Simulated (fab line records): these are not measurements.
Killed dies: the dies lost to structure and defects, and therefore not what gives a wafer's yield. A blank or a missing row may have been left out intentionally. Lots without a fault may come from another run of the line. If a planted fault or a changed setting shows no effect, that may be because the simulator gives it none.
Tool commonality check | flow nand harc | Sampled: 11 lots, 39 wafers

## REASON FOR OPENING
On 2 of the 11 lots, a flag is raised at NHARC_P_M2_INSPECT_11 on the reading raw defect count. Wafers without a fault read 4.8, standard deviation 2.8.
Rule: a lot is flagged when every wafer of it that has a number lies more than 4 standard deviations from that mean, or none has a number. All remaining lots are regarded as sound.

lot  | measured     | on                | raw defect count, wafer by wafer | flag
L186 | day 6 04:32  | defect inspect-02 | 1 4 2                            |
L187 | day 6 18:29  | defect inspect-02 | 5 4 4                            |
L189 | day 6 20:25  | defect inspect-01 | 5 6 5                            |
L188 | day 6 20:26  | defect inspect-02 | 2 2 4                            |
L198 | day 9 11:04  | defect inspect-02 | 647 667 694 631 632 682          | FLAGGED
L197 | day 9 12:31  | defect inspect-02 | 637 682 654 632 677 667          | FLAGGED
L202 | day 10 11:14 | defect inspect-02 | 5 2 4                            |
L206 | day 10 21:26 | defect inspect-02 | 4 10 2                           |
L205 | day 10 23:05 | defect inspect-02 | 2 4 1                            |
L209 | day 11 23:30 | defect inspect-01 | 2 2 4                            |
L208 | day 12 00:17 | defect inspect-01 | 7 13 10                          |
The numbers of the flagged lots are 658.5 on average: +653.7 against the usual, or +99 or more standard deviations.

## EACH LOT AND THE TOOL IT RAN ON
The record holds 1 process step before the reading, out of a route of 1159 steps. In each cell: the tool, then ch and the chambers that the sampled wafers went through, then the start.
lot  | flag    | NHARC_P_M2_DEP_00
L186 |         | pecvd-02 ch 0,1,2, day 6 03:37
L187 |         | pecvd-01 ch 0,1, day 6 17:28
L189 |         | pecvd-02 ch 1,2, day 6 19:25
L188 |         | pecvd-03 ch 1,2, day 6 19:35
L198 | FLAGGED | pecvd-03 ch 0,1,2, day 9 10:05
L197 | FLAGGED | pecvd-03 ch 0,1,2, day 9 11:32
L202 |         | pecvd-02 ch 1,2, day 10 10:19
L206 |         | pecvd-01 ch 0,1,2, day 10 20:35
L205 |         | pecvd-02 ch 0,1,2, day 10 22:07
L209 |         | pecvd-03 ch 1,2, day 11 22:40
L208 |         | pecvd-03 ch 0,1, day 11 23:19
What is done by these steps:
- NHARC_P_M2_DEP_00: deposits SiOC, target thk 182.5 nm.
- NHARC_P_M2_INSPECT_11

## FLAGGED OVER TOTAL, TOOL BY TOOL (the gauges that took the reading come last)
step                  | tool              | lots run | flagged | share of the flagged lots | sound lots run after its first flagged lot
NHARC_P_M2_DEP_00     | pecvd-01          | 2        | 0       | none                      | -
NHARC_P_M2_DEP_00     | pecvd-02          | 4        | 0       | none                      | -
NHARC_P_M2_DEP_00     | pecvd-03          | 5        | 2       | all                       | 2 (L209,L208)
NHARC_P_M2_INSPECT_11 | defect inspect-01 | 3        | 0       | none                      | -
NHARC_P_M2_INSPECT_11 | defect inspect-02 | 8        | 2       | all                       | 3 (L202,L206,L205)

## WHAT THE TABLE PERMITS
2 rows of the table ran every flagged lot: pecvd-03 at NHARC_P_M2_DEP_00, defect inspect-02 at NHARC_P_M2_INSPECT_11.
- pecvd-03 at NHARC_P_M2_DEP_00 ran 5 lots, 2 of them flagged. Lots that were sound ran on it after the first flagged one (L209, L208); a persistent fault on the entire tool would not allow that.
- defect inspect-02 at NHARC_P_M2_INSPECT_11 ran 8 lots, 2 of them flagged. Lots that were sound ran on it after the first flagged one (L202, L206, L205); a persistent fault on the entire tool would not allow that.
There is no row in the table that ran each flagged lot and no sound lot after the first.

## WHAT HAD BEEN PUT IN BY THE SIMULATOR
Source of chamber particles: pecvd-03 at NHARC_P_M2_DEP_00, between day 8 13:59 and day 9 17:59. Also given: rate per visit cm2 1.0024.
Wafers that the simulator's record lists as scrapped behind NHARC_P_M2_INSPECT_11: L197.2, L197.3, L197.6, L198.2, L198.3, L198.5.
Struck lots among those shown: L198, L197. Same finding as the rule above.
